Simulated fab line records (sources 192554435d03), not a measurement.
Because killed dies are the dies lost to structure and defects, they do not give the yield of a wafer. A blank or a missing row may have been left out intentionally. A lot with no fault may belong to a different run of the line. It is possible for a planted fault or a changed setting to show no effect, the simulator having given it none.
Problem report in the 8D (eight disciplines) form, filled by code	flow n5_finfet	the parts of the form that need people (team, actions taken, sign-off) are left out

## 1. THE PROBLEM
Wafers free of any fault read -0.1 nm (standard deviation 0.76) for M0_ABLK_OVL at N5_BEOL_M0_CUTY_OVL_MEAS_58, against a mean of 18.0 nm on 6 wafers of 2 lots. That puts it +24 standard deviations away from the usual mean.
First seen on wafer L318.1, day 10 04:06, on overlay-01. At this step, 25 wafers from 9 lots have a number in the record. Rule for "out", or "out of limits": more than 4 standard deviations from the usual mean. The other wafers with a number count as sound.

## 2. WHAT IT IS AND WHAT IT IS NOT
question	is	is not
which readings at this step	M0_ABLK_OVL	-
which lots	L318, L323	L304, L305, L307, L308, L310, L312, L324
which wafers of those lots	all that have a number	-
read on which gauges	overlay-01, overlay-02	-
when	from day 10 04:06	up to then (16 sound wafers); but 3 sound wafers of L324 came after

## 3. THE SUSPECTS, EACH WITH WHAT RULES IT OUT
Counting: a tool at a process step up to the reading stays a suspect if it ran every lot that is out and no sound lot after the first of them.
- the gauge at N5_BEOL_M0_CUTY_OVL_MEAS_58: ruled out. The wafers that are out were read on 2 gauges (overlay-01, overlay-02).
- arfi_scanner-01 at N5_BEOL_M0_CUTY_EXPOSE_54 (exposes mask M0 ABLK): kept. Every lot that is out went through it, starting with L318 (day 10 03:57), and after that it ran no sound lot; the last sound lot it ran before then is L308 (day 7 12:26).
After counting, what remains is arfi_scanner-01 at N5_BEOL_M0_CUTY_EXPOSE_54.

## 4. THE CAUSE (what the simulator had put in)
Scanner matching overlay: arfi_scanner-01, from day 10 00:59 on, at N5_BEOL_M0_CUTY_EXPOSE_54. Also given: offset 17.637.
Counting left only this tool.

## 5. THE CHAIN OF EFFECTS, in route order
One row per reading whose mean, taken over the struck wafers that have a number, lies over 3 standard deviations from the usual. Only readings whose record carries a usual standard deviation are examined. hours: median over the lots of the time between each lot's start at the first step of this table that gives one and its start at this step. sigmas: the change, counted in usual standard deviations.
hours	step	reading	usual	on struck wafers	change	sigmas
0	N5_BEOL_M0_CUTY_OVL_MEAS_58	M0_ABLK_OVL	-0.1 nm	18.0	+18.1	+24
Later steps that measure or inspect, where all struck wafers having a row at the step show a number for every such reading and not one has moved that far: N5_BEOL_M4_RC_MEAS_101.

## 6. WHAT WOULD HAVE CAUGHT IT SOONER
In this record the first reading out of limits at a measuring or inspecting step was taken at day 10 04:06, 3 hours after the fault began at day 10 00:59.
L323, from the lots that are out (2), started N5_BEOL_M0_CUTY_EXPOSE_54 on arfi_scanner-01 later than day 10 04:06. Putting the tool on hold at that point would have spared it.
